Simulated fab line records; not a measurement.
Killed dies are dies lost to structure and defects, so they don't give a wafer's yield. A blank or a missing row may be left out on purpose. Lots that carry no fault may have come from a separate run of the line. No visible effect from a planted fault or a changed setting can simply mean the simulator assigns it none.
Matching of chambers | flow n5_finfet | 4 sister chambers for N5_HKMG_FIN_DESCUM_17 on rie_diel-02
The step chemistry O2, time 7.9 s. 8 wafers are shown with their chamber, then 10 later ones without.

== WAFERS WITH THEIR CHAMBER ==
wafer  | chamber | showerhead_plenum_p_Torr (Torr) | throttle_valve_pct (%)
L084.3 | 2       | 2.20                            | 20.47
L084.5 | 3       | 2.02                            | 20.59
L088.5 | 3       | 2.01                            | 20.60
L088.6 | 0       | 2.00                            | 20.36
L090.5 | 1       | 2.18                            | 20.43
L090.6 | 0       | 1.99                            | 20.38
L092.1 | 1       | 2.18                            | 20.41
L092.2 | 2       | 2.19                            | 20.50

== WAFERS WHOSE CHAMBER IS MISSING ==
wafer  | showerhead_plenum_p_Torr (Torr) | throttle_valve_pct (%)
L092.3 | 2.01                            | 20.63
L092.4 | 1.99                            | 20.39
L092.5 | 2.18                            | 20.43
L092.6 | 2.19                            | 20.50
L093.1 | 2.19                            | 20.51
L093.4 | 1.99                            | 20.39
L093.5 | 1.99                            | 20.38
L095.4 | 2.19                            | 20.50
L095.5 | 2.01                            | 20.64
L095.6 | 2.19                            | 20.50

== THE CHAMBER EACH PASSED THROUGH ==
wafer  | from the rows above | in truth
L092.3 | 3                   | 3
L092.4 | 0                   | 0
L092.5 | 1                   | 1
L092.6 | 2                   | 2
L093.1 | 2                   | 2
L093.4 | 0                   | 0
L093.5 | 0                   | 0
L095.4 | 2                   | 2
L095.5 | 3                   | 3
L095.6 | 2                   | 2
Correct placement for 10 of the 10. Number that these rows cannot place: 0. 0 placed wrongly.
How it was worked out, from the rows above alone: a wafer's distance from a chamber is the root of the sum, over the readings, of the square of ((its reading less the chamber's mean) divided by the reading's scatter). The wafer belongs to the nearest chamber; if the next one is less than 2 further off, it can't be placed. Each chamber's mean is taken over the wafers shown for it. The scatter: the root of (the sum of the squares of (reading less its chamber's mean) over the shown wafers, divided by (wafers less chambers)).
